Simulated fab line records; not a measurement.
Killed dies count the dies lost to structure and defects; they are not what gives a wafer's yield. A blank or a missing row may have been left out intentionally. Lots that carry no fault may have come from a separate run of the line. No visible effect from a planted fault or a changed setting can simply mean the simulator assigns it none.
Matching of chambers ; flow nand-harc ; NHARC_A_M1_DESCUM_14 on rie-diel-05: 4 sister chambers
The step chemistry O2, time 3 s. 18 wafers are shown with their chamber, then 9 later ones without.

== EACH WAFER AND ITS CHAMBER ==
wafer;chamber;showerhead-plenum-p-Torr (Torr);rf-vpp-V (V);oes-product-au (a.u.)
L074.3;0;1.96;58.8;1.004
L074.4;3;1.79;57.6;1.002
L074.6;0;1.96;59.1;1.003
L078.2;0;1.96;58.3;1.009
L078.4;2;1.80;56.8;0.993
L078.6;2;1.80;58.4;0.998
L083.1;2;1.80;57.2;0.996
L083.4;0;1.96;59.4;1.003
L083.6;0;1.96;58.3;1.006
L085.1;0;1.96;57.1;1.003
L085.3;1;1.87;56.8;0.991
L085.5;2;1.80;57.3;0.999
L088.2;1;1.87;58.8;1.010
L088.5;3;1.79;54.9;0.995
L088.6;2;1.80;58.0;0.995
L095.3;1;1.87;58.8;0.996
L095.4;2;1.79;57.2;0.990
L095.5;2;1.79;57.2;0.988

SIGNATURES (means of the wafers above)
reading;chamber 0;chamber 1;chamber 2;chamber 3;scatter within a chamber
showerhead-plenum-p-Torr;1.9600;1.8700;1.7971;1.7900;0.00319
rf-vpp-V;58.500;58.133;57.443;56.250;0.904
oes-product-au;1.00467;0.99900;0.99414;0.99850;0.00498
Rule: distance of a wafer from a chamber = root of the sum over the readings of ((wafer's reading minus chamber's mean) / reading's scatter) squared. The wafer belongs to the nearest chamber; if the next one is less than 2 further off, it can't be placed. How the scatter is found: for the shown wafers, subtract from each reading the mean of its chamber, square and add these, divide the total by (wafers less chambers), then take the root.

== WAFERS MISSING THEIR CHAMBER ==
wafer;showerhead-plenum-p-Torr (Torr);rf-vpp-V (V);oes-product-au (a.u.)
L095.1;1.79;57.4;0.982
L095.2;1.96;56.6;1.001
L095.6;1.79;57.5;0.996
L097.3;1.79;56.2;0.987
L097.4;1.79;57.1;0.996
L097.6;1.79;56.3;0.990
L097.1;1.96;58.2;1.002
L097.2;1.87;59.3;1.016
L097.5;1.96;55.6;0.995

== WHICH CHAMBER EACH ONE RAN IN ==
wafer;from the rows above;in truth
L095.1;can't be placed: 2 or 3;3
L095.2;0;0
L095.6;can't be placed: 3 or 2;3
L097.3;can't be placed: 3 or 2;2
L097.4;can't be placed: 3 or 2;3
L097.6;can't be placed: 3 or 2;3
L097.1;0;0
L097.2;1;1
L097.5;0;0
Placed correctly: 4 of 9. These rows do not allow placing 5 (true chamber among the candidates in 5). Wrongly placed: 0.
